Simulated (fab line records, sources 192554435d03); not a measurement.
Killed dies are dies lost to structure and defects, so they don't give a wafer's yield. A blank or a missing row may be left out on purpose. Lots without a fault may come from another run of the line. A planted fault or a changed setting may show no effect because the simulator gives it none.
fab line records | flow n5_finfet | part 2 of 2: steps 5 to 6 of 6
record lots=22 wafers=66 last_day=18
route steps=1938 shown BEOL_M7@1286 BEOL_M8@1350
lots that met no fault: from a run of the same line without faults
start_h: hours from the record's first day to the start of the lot's first wafer shown | wait_h: hours since the lot's step before | " the same as in the row above | L1.1+2: a row that stands for several wafers | - no value, or no start given | * or withheld: withheld | < > ~ a bound
route shown NAME@n: a module of which the file shows steps, and the number in the route of the first | usual: mean/standard deviation of fault-free wafers | same: alike in all rows | chamber/n: place in a boat | sites: the reading at each site | _std_site: their standard deviation | _edge_site: outer sites' mean less inner sites' | radius_mm: how far each site lies from the wafer's centre | mask NAME#n: copy n | behind: the tool/chamber that last shaped the wafer | hold: why the lot was held/for how many hours/how that ended | device: the transistor (n, p or np) that didn't switch | end of line: the same wafers' tests at the end of the route | a step without rows: its recipe alone | killed: dies lost to structure and defects at the first sort, not the wafer's yield | map: a wafer's dies, x killed, . not, _ none there
set.NAME: the setting as run; set.NAME@STEP: as run at that earlier step | model.NAME: the simulator's own value behind a step, which no gauge read
steps of the route over a sample of lots; a table a step, a row a wafer
services: from which hour (start_h, from the record's first day; less than 0 if before it) a tool's chamber was out of use, for how many hours, and why
## steps
# step N5_BEOL_M8_ETCH_62
# recipe chemistry=N2/H2 target=SOC target_depth_a=1100 overetch_a=220 mask_material=SiARC temp_c=40 time_s=165 ion_energy_ev=200 pressure_mtorr=30 source_w=840 bias_w=150 n2_flow_sccm=200 h2_flow_sccm=200
# usual drypump_motor_current_A=5.8/0.38 h2_flow_sccm=199.9/0.62 oes_product_au=0.69/0.075 rf_vpp_V=524.4/2.5 showerhead_plenum_p_Torr=2.57/0.093 throttle_valve_pct=17.73/0.28
# same time_s=165
# columns lot.wafer tool chamber start_h wait_h drypump_motor_current_A h2_flow_sccm oes_product_au rf_hours_counter_h rf_vpp_V showerhead_plenum_p_Torr throttle_valve_pct
L075.1 rie_diel-03 3 208.97 0.0 5.5 200.0 0.77 25 524.9 2.47 17.63
L075.2 " 1 " " 5.8 199.6 0.73 41 524.3 2.60 18.03
L075.6 " 0 " " 5.8 199.3 0.60 - 525.9 2.61 17.45
L076.3 rie_diel-04 1 217.48 0.0 6.1 200.4 0.71 78 522.4 2.58 17.67
L076.4 " 2 " " 5.5 200.3 0.61 - 519.8 2.43 17.90
L076.5 " 3 " " 5.7 200.3 0.79 - 525.5 2.60 17.58
L077.2 rie_diel-03 0 219.53 0.0 5.8 199.2 0.59 229 525.1 2.61 17.45
L077.3 " 3 " " 5.5 200.9 0.76 27 522.7 2.47 17.61
L077.6 " 1 " " 5.8 200.3 0.71 - 523.5 2.60 18.03
L078.1 rie_diel-05 1 229.14 0.0 5.6 200.3 0.59 224 519.7 2.40 17.81
L078.3 " 0 " " 6.6 200.2 0.67 122 526.8 2.67 17.95
L078.6 " 0 " " 6.6 199.5 0.68 - 527.4 2.67 17.95
L079.3 rie_diel-05 2 233.17 0.0 5.1 199.9 0.74 37 527.6 2.72 17.57
L079.4 " 0 " " 6.6 201.3 0.67 124 526.9 2.67 17.96
L079.6 " 0 " " 6.6 199.5 0.67 - 526.8 2.67 17.96
L081.1 rie_diel-03 1 243.50 0.0 5.8 199.7 0.70 56 524.0 2.60 18.05
L081.3 " 2 " " 5.9 199.6 0.82 3 528.3 2.70 17.25
L081.5 " 0 " " 5.8 200.3 0.58 - 526.8 2.60 17.46
L080.1 rie_diel-05 3 244.05 0.0 5.7 199.8 0.58 239 522.4 2.50 17.79
L080.4 " 0 " " 6.6 200.8 0.67 129 526.6 2.67 17.98
L080.5 " 0 " " 6.6 199.6 0.67 - 525.8 2.67 17.95
L083.2 rie_diel-03 2 249.44 0.0 5.9 199.7 0.81 6 528.4 2.70 17.25
L083.3 " 0 " " 5.8 200.1 0.59 242 525.9 2.60 17.48
L083.5 " 2 " " 5.9 200.0 0.82 - 527.8 2.70 17.27
L082.1 rie_diel-04 1 253.29 0.0 6.1 200.0 0.69 92 524.9 2.57 17.69
L082.2 " 2 " " 5.5 200.4 0.60 212 520.5 2.42 17.89
L082.3 " 0 " " 6.4 199.6 0.78 11 525.2 2.58 18.00
L084.1 rie_diel-03 3 269.82 0.0 5.5 199.0 0.73 46 522.6 2.46 17.66
L084.3 " 2 " " 5.9 199.3 0.78 15 527.1 2.70 17.28
L084.6 " 2 " " 5.9 198.6 0.79 - 528.7 2.70 17.26
L085.3 rie_diel-05 2 273.75 0.0 5.1 200.5 0.72 53 529.1 2.71 17.59
L085.4 " 1 " " 5.6 200.4 0.58 242 519.4 2.40 17.84
L085.6 " 0 " " 6.6 199.9 0.66 - 527.1 2.67 17.99
L086.1 rie_diel-04 1 277.08 0.0 6.1 199.8 0.69 99 524.1 2.57 17.71
L086.4 " 2 " " 5.5 199.2 0.59 220 521.1 2.42 17.91
L086.5 " 1 " " 6.1 199.4 0.68 - 524.3 2.57 17.72
L087.2 rie_diel-04 1 279.00 0.0 6.1 200.4 0.68 100 523.4 2.57 17.70
L087.5 " 1 " " 6.1 200.8 0.68 - 524.9 2.57 17.70
L087.6 " 2 " " 5.5 200.3 0.59 - 519.9 2.42 17.92
L088.3 rie_diel-04 3 281.62 0.0 5.7 199.1 0.75 28 526.3 2.59 17.62
L088.4 " 0 " " 6.4 200.3 0.77 22 525.1 2.58 18.02
L088.6 " 2 " " 5.5 199.9 0.59 - 520.1 2.42 17.91
L089.3 rie_diel-03 1 296.65 0.0 5.8 199.1 0.68 82 524.2 2.59 18.11
L089.4 " 3 " " 5.5 199.2 0.71 - 523.4 2.45 17.70
L089.6 " 0 " " 5.8 199.5 0.81 - 524.1 2.59 17.10
L090.2 rie_diel-03 1 306.03 0.0 5.8 200.2 0.67 86 523.1 2.58 18.10
L090.4 " 0 " " 5.8 200.3 0.80 12 525.9 2.59 17.12
L090.6 " 1 " " 5.8 199.1 0.67 - 525.7 2.58 18.10
L093.1 rie_diel-05 2 308.81 0.0 5.1 200.0 0.72 66 527.9 2.70 17.60
L093.2 " 3 " " 5.7 200.3 0.84 1 524.4 2.50 17.40
L093.5 " 0 " " 6.6 200.0 0.65 - 526.2 2.66 18.01
L091.1 rie_diel-04 3 309.00 0.0 5.7 200.4 0.74 37 525.8 2.59 17.64
L091.3 " 1 " " 6.1 200.2 0.68 109 525.3 2.57 17.71
L091.6 " 1 " " 6.1 200.5 0.68 - 524.2 2.57 17.73
L092.2 rie_diel-03 1 315.37 0.0 5.8 199.5 0.67 89 525.3 2.58 18.10
L092.4 " 0 " " 5.8 199.8 0.79 16 524.5 2.59 17.12
L092.6 " 1 " " 5.7 200.8 0.67 - 525.6 2.58 18.09
L094.1 rie_diel-04 1 348.10 0.0 6.1 199.1 0.67 122 525.6 2.56 17.74
L094.2 " 0 " " 6.4 199.4 0.73 45 524.8 2.57 18.06
L094.6 " 0 " " 6.4 198.8 0.74 - 523.7 2.57 18.08
L095.1 rie_diel-03 2 352.48 0.0 5.9 200.1 0.75 39 526.8 2.69 17.33
L095.3 " 0 " " 5.8 199.8 0.77 30 525.0 2.58 17.13
L095.5 " 2 " " 5.9 199.9 0.75 - 527.4 2.69 17.32
L097.2 rie_diel-05 3 371.29 0.0 5.7 200.2 0.78 22 521.5 2.49 17.46
L097.4 " 0 " " 6.6 199.7 0.63 174 526.8 2.65 18.05
L097.6 " 3 " " 5.7 199.7 0.77 - 520.9 2.49 17.44
# step N5_BEOL_M8_STRIP_19
# recipe chemistry=O2 power_w=400 temp_c=40 pressure_mtorr=30 rf_frequency_hz=6e+07 bias_power_w=0 overash_fraction=0.2 o2_flow_sccm=225
# usual drypump_motor_current_A=5.8/0.42 oes_product_au=0.82/0.093 rf_vpp_V=3.7/0.6 showerhead_plenum_p_Torr=2.13/0.071 throttle_valve_pct=16.55/0.24
# same bias_power_w=0
# columns lot.wafer tool chamber start_h wait_h drypump_motor_current_A oes_product_au rf_hours_counter_h rf_vpp_V showerhead_plenum_p_Torr throttle_valve_pct
L075.1 rie_diel-04 3 209.44 0.2 5.7 0.96 5 3.3 2.16 16.57
L075.2 " 1 " " 6.1 0.84 73 3.7 2.11 16.41
L075.6 " 3 " " 5.7 0.95 - 5.0 2.16 16.57
L076.3 rie_diel-05 2 217.78 0.1 5.1 0.88 32 3.1 2.20 16.14
L076.4 " 1 " " 5.6 0.70 220 4.5 1.97 16.60
L076.5 " 2 " " 5.1 0.88 - 3.3 2.20 16.16
L077.2 rie_diel-03 1 219.82 0.1 5.8 0.84 46 4.1 2.12 16.62
L077.3 " 0 " " 5.8 0.69 229 3.7 2.17 16.48
L077.6 " 1 " " 5.8 0.83 - 4.2 2.12 16.61
L078.1 rie_diel-03 0 229.45 0.1 5.8 0.69 233 4.2 2.17 16.48
L078.3 " 1 " " 5.8 0.83 50 3.9 2.12 16.64
L078.6 " 3 " " 5.5 0.89 - 3.7 2.07 16.71
L079.3 rie_diel-05 2 233.47 0.1 5.1 0.87 37 3.1 2.20 16.16
L079.4 " 1 " " 5.6 0.70 226 3.6 1.97 16.62
L079.6 " 2 " " 5.1 0.88 - 3.3 2.20 16.13
L081.1 rie_diel-03 2 243.96 0.2 5.9 0.98 3 3.0 2.23 16.21
L081.3 " 3 " " 5.5 0.89 37 3.9 2.07 16.73
L081.5 " 3 " " 5.5 0.89 - 2.5 2.07 16.72
L080.1 rie_diel-03 2 244.36 0.1 6.0 0.98 4 3.7 2.23 16.23
L080.4 " 0 " " 5.8 0.69 240 3.5 2.17 16.54
L080.5 " 3 " " 5.5 0.88 - 3.7 2.07 16.71
L083.2 rie_diel-03 1 249.75 0.1 5.8 0.81 59 3.6 2.11 16.66
L083.3 " 0 " " 5.8 0.67 242 3.9 2.17 16.52
L083.5 " 2 " " 5.9 0.95 - 3.0 2.23 16.20
L082.1 rie_diel-05 0 253.59 0.1 6.6 0.79 132 3.4 2.18 16.71
L082.2 " 2 " " 5.1 0.86 45 3.6 2.20 16.18
L082.3 " 1 " " 5.6 0.69 235 3.4 1.96 16.62
L084.1 rie_diel-04 0 270.21 0.2 6.4 0.93 17 3.3 2.14 16.87
L084.3 " 3 " " 5.7 0.91 23 3.3 2.16 16.60
L084.6 " 1 " " 6.1 0.81 - 3.4 2.10 16.46
L085.3 rie_diel-04 0 274.34 0.3 6.4 0.93 19 3.5 2.14 16.87
L085.4 " 3 " " 5.7 0.90 25 3.7 2.16 16.60
L085.6 " 0 " " 6.4 0.93 - 4.6 2.14 16.84
L086.1 rie_diel-05 1 277.55 0.3 5.6 0.68 243 3.4 1.96 16.64
L086.4 " 2 " " 5.1 0.84 54 3.1 2.20 16.19
L086.5 " 1 " " 5.6 0.68 - 3.6 1.96 16.65
L087.2 rie_diel-03 2 279.29 0.1 5.8 0.91 20 3.9 2.23 16.23
L087.5 " 3 " " 5.5 0.87 - 3.6 2.06 16.76
L087.6 " 2 " " 5.9 0.91 - 3.3 2.23 16.23
L088.3 rie_diel-04 1 281.91 0.1 6.1 0.81 100 4.0 2.10 16.45
L088.4 " 2 " " 5.5 0.69 221 2.6 2.01 16.85
L088.6 " 1 " " 6.1 0.81 - 2.9 2.10 16.47
L089.3 rie_diel-05 0 296.98 0.1 6.6 0.77 148 3.9 2.18 16.75
L089.4 " 0 " " 6.6 0.76 - 5.4 2.18 16.75
L089.6 " 1 " " 5.6 0.66 - 3.1 1.96 16.64
L090.2 rie_diel-05 2 306.33 0.1 5.1 0.83 65 4.0 2.19 16.21
L090.4 " 2 " " 5.1 0.82 - 4.1 2.19 16.20
L090.6 " 0 " " 6.6 0.76 - 3.7 2.18 16.77
L093.1 rie_diel-03 0 309.11 0.1 5.8 0.93 13 4.2 2.16 16.13
L093.2 " 3 " " 5.5 0.85 65 4.7 2.06 16.80
L093.5 " 3 " " 5.5 0.84 - 3.3 2.06 16.79
L091.1 rie_diel-05 2 309.30 0.1 5.1 0.83 66 3.2 2.19 16.18
L091.3 " 0 " " 6.6 0.77 153 3.9 2.18 16.75
L091.6 " 0 " " 6.6 0.76 - 3.9 2.18 16.75
L092.2 rie_diel-05 3 315.67 0.1 5.7 0.97 5 2.6 2.08 16.40
L092.4 " 3 " " 5.7 0.97 - 4.0 2.08 16.39
L092.6 " 0 " " 6.6 0.76 - 3.1 2.17 16.76
L094.1 rie_diel-03 0 348.40 0.1 5.8 0.90 28 3.5 2.15 16.15
L094.2 " 3 " " 5.5 0.83 79 2.5 2.05 16.80
L094.6 " 0 " " 5.7 0.90 - 3.8 2.15 16.14
L095.1 rie_diel-03 1 352.83 0.1 5.8 0.78 99 3.1 2.10 16.73
L095.3 " 2 " " 5.9 0.88 39 3.7 2.22 16.28
L095.5 " 3 " " 5.5 0.84 - 4.0 2.05 16.81
L097.2 rie_diel-05 3 371.58 0.1 5.7 0.92 22 4.1 2.07 16.43
L097.4 " 0 " " 6.6 0.74 - 3.7 2.17 16.79
L097.6 " 1 " " 5.6 0.92 - 2.9 2.21 16.28
## services
# columns tool chamber start_h hours kind
rie_diel-03 3 197.84 8.7 repair
rie_diel-03 3 214.28 5.1 repair
rie_diel-03 2 219.44 - clean
rie_diel-03 2 219.44 - consumable_replace:focus_ring
rie_diel-03 3 248.74 6.3 repair
rie_diel-06 1 250.77 15.2 repair
rie_diel-04 3 251.44 4.5 repair
rie_diel-05 3 256.33 3.1 repair
rie_diel-03 2 262.22 1.6 repair
rie_diel-04 1 270.31 3.5 repair
rie_diel-03 2 283.29 16.3 repair
rie_diel-01 1 306.06 3.2 repair
rie_diel-05 2 309.40 3.4 repair
rie_diel-01 2 317.52 13.2 repair
rie_diel-05 3 320.86 5.4 repair
rie_diel-06 1 324.83 6.5 repair
rie_diel-06 0 329.54 6.8 repair
rie_diel-01 - 331.02 28.1 pm
rie_diel-02 3 337.71 39.6 repair
rie_diel-03 1 344.53 6.7 repair
rie_diel-06 1 347.24 8.0 repair
rie_diel-04 0 355.13 2.6 repair
rie_diel-01 1 364.05 3.9 repair
rie_diel-02 2 370.56 11.4 repair
